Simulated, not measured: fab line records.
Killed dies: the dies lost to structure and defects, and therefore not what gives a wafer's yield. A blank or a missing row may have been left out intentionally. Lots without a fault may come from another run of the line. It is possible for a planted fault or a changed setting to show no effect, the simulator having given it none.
Matching of chambers / flow n5_finfet / rie_diel-03 running N5_SD_EPI_N_ETCHBACK_44: 4 sister chambers
The step etches SiNx in CH3F/O2, stops on SiO2, target depth 14.5 nm. 8 wafers are shown with their chamber, then 8 later ones without.

WAFERS, EACH WITH ITS CHAMBER
wafer=L087.3; chamber=1; drypump_motor_current_A (A)=6.3; rf_vpp_V (V)=311
wafer=L087.5; chamber=1; drypump_motor_current_A (A)=6.3; rf_vpp_V (V)=311
wafer=L089.3; chamber=0; drypump_motor_current_A (A)=5.8; rf_vpp_V (V)=288
wafer=L089.6; chamber=3; drypump_motor_current_A (A)=5.4; rf_vpp_V (V)=300
wafer=L090.2; chamber=3; drypump_motor_current_A (A)=5.5; rf_vpp_V (V)=302
wafer=L090.4; chamber=2; drypump_motor_current_A (A)=5.3; rf_vpp_V (V)=303
wafer=L090.5; chamber=0; drypump_motor_current_A (A)=5.8; rf_vpp_V (V)=286
wafer=L092.1; chamber=2; drypump_motor_current_A (A)=5.3; rf_vpp_V (V)=303

WAFERS MISSING THEIR CHAMBER
wafer=L092.4; drypump_motor_current_A (A)=5.8; rf_vpp_V (V)=287
wafer=L092.6; drypump_motor_current_A (A)=5.4; rf_vpp_V (V)=301
wafer=L094.2; drypump_motor_current_A (A)=6.3; rf_vpp_V (V)=312
wafer=L094.3; drypump_motor_current_A (A)=5.5; rf_vpp_V (V)=299
wafer=L094.5; drypump_motor_current_A (A)=5.5; rf_vpp_V (V)=301
wafer=L095.4; drypump_motor_current_A (A)=5.4; rf_vpp_V (V)=303
wafer=L095.5; drypump_motor_current_A (A)=5.3; rf_vpp_V (V)=302
wafer=L095.6; drypump_motor_current_A (A)=5.5; rf_vpp_V (V)=301

THE CHAMBER EACH PASSED THROUGH
wafer=L092.4; from the rows above=0; in truth=0
wafer=L092.6; from the rows above=3; in truth=3
wafer=L094.2; from the rows above=1; in truth=1
wafer=L094.3; from the rows above=3; in truth=3
wafer=L094.5; from the rows above=3; in truth=3
wafer=L095.4; from the rows above=can't be placed: 3 or 2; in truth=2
wafer=L095.5; from the rows above=2; in truth=2
wafer=L095.6; from the rows above=3; in truth=3
7 of 8 placed correctly. Can't be placed from these rows: 1 (the true chamber is among the candidates in 1). Number placed wrongly: 0.
How it was worked out, from the rows above alone: a wafer's distance from a chamber is the root of the sum, over the readings, of the square of ((its reading less the chamber's mean) divided by the reading's scatter). If the next closest chamber is less than 2 further off than the closest, the wafer can't be placed; otherwise it belongs to the closest. A chamber's mean is the mean of its shown wafers. The scatter: the root of (the sum of the squares of (reading less its chamber's mean) over the shown wafers, divided by (wafers less chambers)).
